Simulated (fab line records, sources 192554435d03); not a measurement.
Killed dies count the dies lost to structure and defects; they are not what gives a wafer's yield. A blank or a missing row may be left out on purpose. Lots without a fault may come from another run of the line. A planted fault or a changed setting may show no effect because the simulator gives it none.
A struck lot beside a sound one | flow n5_finfet | 36 out of 1938 route steps
Sound: the wafers L279.3, L279.5, L279.6. Wafers struck: L287.1, L287.6. The cause comes at the end.
Each step with rows lists, per side, the tool, then ch with its chambers, then its first start. Under that, the readings that differ: sound wafers | struck wafers | difference of the means | sigmas: that difference in standard deviations of wafers without a fault.
alike: same words and numbers on both sides, and readings whose means sit less than 2 such deviations apart. not compared: any withheld reading, any reading some wafer has no value for, any bound like >300 that may hide the same value, and any number with overlapping values for which the record gives no deviation.
The two part at a step that has a row with sigmas, a row that says differs or no value, or rows on one side only. Numbers that don't overlap but have no deviation are shown without sigmas and don't part them. A reading missing from all wafers of one side parts the sides only when that side holds two or more wafers.

first, 9 steps without rows for these wafers: N5_STI_FIN_REVEAL_STRIP_35 (strips Si3N4 in H3PO4, target depth 4 nm, time 39 s); N5_STI_FIN_REVEAL_SRD_21 (time 30 s); N5_STI_FIN_REVEAL_OXIDATION_33 (chemistry O2 PLASMA REMOTE, time 20 s); N5_STI_FIN_REVEAL_CLEAN_19 (cleans in O3/DIW, time 120 s); N5_STI_FIN_REVEAL_SRD_23 (time 30 s); N5_STI_FIN_REVEAL_PRECLEAN_18 (cleans in SC2, time 45 s); N5_STI_FIN_REVEAL_SRD_28 (time 30 s); N5_DUMMY_GATE_PRECLEAN_00 (cleans in O3/DIW, time 60 s); N5_DUMMY_GATE_SRD_01 (time 30 s).
N5_DUMMY_GATE_ALD_02: deposits SiO2, target thk 2 nm, pulse time 1 s.
  sound on ald_sin-03 ch 0,2,3, day 5 14:20; struck on ald_sin-04 ch 1, day 7 13:41
  reading                                     | sound | struck  | difference | sigmas
  model.SiO2_of_DUMMY_GATE_ALD_02.thk_nm (nm) | 2 2 2 | 3.4 3.4 | +1.4       |
  alike: chamber_pressure_Torr, heater_power_w, precursor_pulse_height_rel
then, 24 steps without rows for these wafers: N5_DUMMY_GATE_CVD_03 (deposits a-Si from SiH4, target thk 150 nm, time 8042 s); N5_DUMMY_GATE_PRECLEAN_46 (cleans in DIW, time 89.5 s); N5_DUMMY_GATE_SRD_47 (dry time 32 s); N5_DUMMY_GATE_CMP_04 (polishes a-Si); N5_DUMMY_GATE_HM_DEP_06 (deposits SiNx from DCS/NH3, target thk 80 nm, time 5141 s); N5_DUMMY_GATE_PECVD_30 (deposits SiO2 from TEOS/O2, target thk 55 nm, time 10.8 s); N5_DUMMY_GATE_COAT_34 (time 60 s, resist thk 60 nm); N5_DUMMY_GATE_COAT_35 (time 60 s, resist thk 10 nm); N5_DUMMY_GATE_COAT_28 (time 60 s, resist thk 10 nm); N5_DUMMY_GATE_COAT_09 (resist thk 30 nm); N5_DUMMY_GATE_EBR_11; N5_DUMMY_GATE_SOFTBAKE_10 (time 60 s); N5_DUMMY_GATE_EXPOSE_12 (exposes mask GATE, target cd 25 nm); N5_DUMMY_GATE_PEB_13 (peb time 60 s); N5_DUMMY_GATE_DEVELOP_14 (develop time 30 s); N5_DUMMY_GATE_DESCUM_20 (chemistry O2, time 6.2 s); N5_DUMMY_GATE_ETCH_29 (etches underlayer in N2/H2, target depth 13 nm); N5_DUMMY_GATE_ETCH_36 (etches SiARC in CF4, target depth 13 nm); N5_DUMMY_GATE_ETCH_37 (etches SOC in N2/H2, target depth 60 nm, overetch 30 nm); N5_DUMMY_GATE_STRIP_38 (strips in N2/H2); N5_DUMMY_GATE_STRIP_39 (strips in N2/H2); N5_DUMMY_GATE_TRIM_49 (chemistry O2, time 29 s, target cd 14 nm); N5_DUMMY_GATE_STRIP_40 (strips in CF4); N5_DUMMY_GATE_ETCH_31 (etches SiO2 in C4F6/O2, target depth 82.5 nm, time 27.5 s).
-- record jumps: 7 days separate the struck wafers' starts on either side; left off in module DUMMY_GATE, taken up again in module BEOL_M4, whose first shown step is the route's number 1111 --
N5_BEOL_M4_RC_MEAS_101:
  sound on prober-02 ch 0, day 12 12:27; struck on prober-01 ch 0, day 14 14:22
  reading            | sound                | struck        | difference | sigmas
  DIBL_N (mV/V)      | 34.3 36.6 35.9       | 49.4 52.3     | +15.2      | +7
  DIBL_P (mV/V)      | 34.3 33.8 35.9       | 52.5 56.0     | +19.6      | +8
  EOT_N              | 10.54 10.35 10.67    | 17.77 17.92   | +7.32      | +67
  EOT_P              | 10.48 10.38 10.46    | 17.88 17.73   | +7.36      | +67
  IGATE_N (nA/um)    | 0.0146 0.0166 0.0125 | 0.0000 0.0000 | -0.0146    | -6
  IGATE_P (nA/um)    | 0.0044 0.0050 0.0039 | 0.0000 0.0000 | -0.0044    | -7
  IOFF_N (nA/um)     | 0.13 0.19 0.16       | 0.49 0.74     | +0.45      | +9
  IOFF_N_85C (nA/um) | 2.6 3.6 3.1          | 7.8 11.0      | +6.3       | +8
  IOFF_N_LIN (nA/um) | 0.064 0.061 0.075    | 0.247 0.344   | +0.229     | +14
  IOFF_P (nA/um)     | 0.21 0.20 0.24       | 0.69 0.91     | +0.58      | +12
  IOFF_P_85C (nA/um) | 3.5 3.5 3.9          | 9.9 12.2      | +7.4       | +11
  IOFF_P_LIN (nA/um) | 0.103 0.094 0.113    | 0.362 0.434   | +0.295     | +17
  ION_N (uA/um)      | 677 635 686          | 577 588       | -84        | -5
  ION_P (uA/um)      | 478 443 477          | 402 410       | -60        | -5
  SS_P (mV/dec)      | 73.3 73.0 72.9       | 75.7 77.0     | +3.3       | +4
  VT_N (mV)          | 253 253 251          | 236 232       | -18        | -5
  VT_N_LVT (mV)      | 101 105 99           | 87 81         | -18        | -5
  VT_P (mV)          | -248 -249 -248       | -232 -231     | +17        | +4
  VT_P_LVT (mV)      | -98 -100 -97         | -82 -78       | +18        | +6
  alike: SS_N
-- record jumps: 4 days separate the struck wafers' starts on either side; left off in module BEOL_M4, taken up again in module PASSIVATION, whose first shown step is the route's number 1936 --
N5_PASSIVATION_PROBE_49:
  sound on prober-01 at day 16 20:54; struck on prober-01 at day 18 20:40
  reading                | sound | struck   | difference | sigmas
  sort_bin_4_leakage (%) | 0     | 70 93    | +82        | +23
  sort_bin_8_speed (%)   | 2.3   | 21.5 0.2 | +8.6       | +5
  sort_n_pass            | 1056  | 0 0      | -1056      | -20
  sort_yield_pct (%)     | 89    | 0 0      | -89        | -20
  alike: defect_limited_yield, killed_at_M0_to_M3, killed_at_M4_up, killed_at_contacts, killed_at_front_end, killed_at_other, killed_dies, killed_open, killed_short, sort_bin_5_function, sort_bin_6_memory

## WHERE THEY PART
Earliest at N5_BEOL_M4_RC_MEAS_101; latest, in this record, at N5_PASSIVATION_PROBE_49.

WHY: what had been put in by the simulator
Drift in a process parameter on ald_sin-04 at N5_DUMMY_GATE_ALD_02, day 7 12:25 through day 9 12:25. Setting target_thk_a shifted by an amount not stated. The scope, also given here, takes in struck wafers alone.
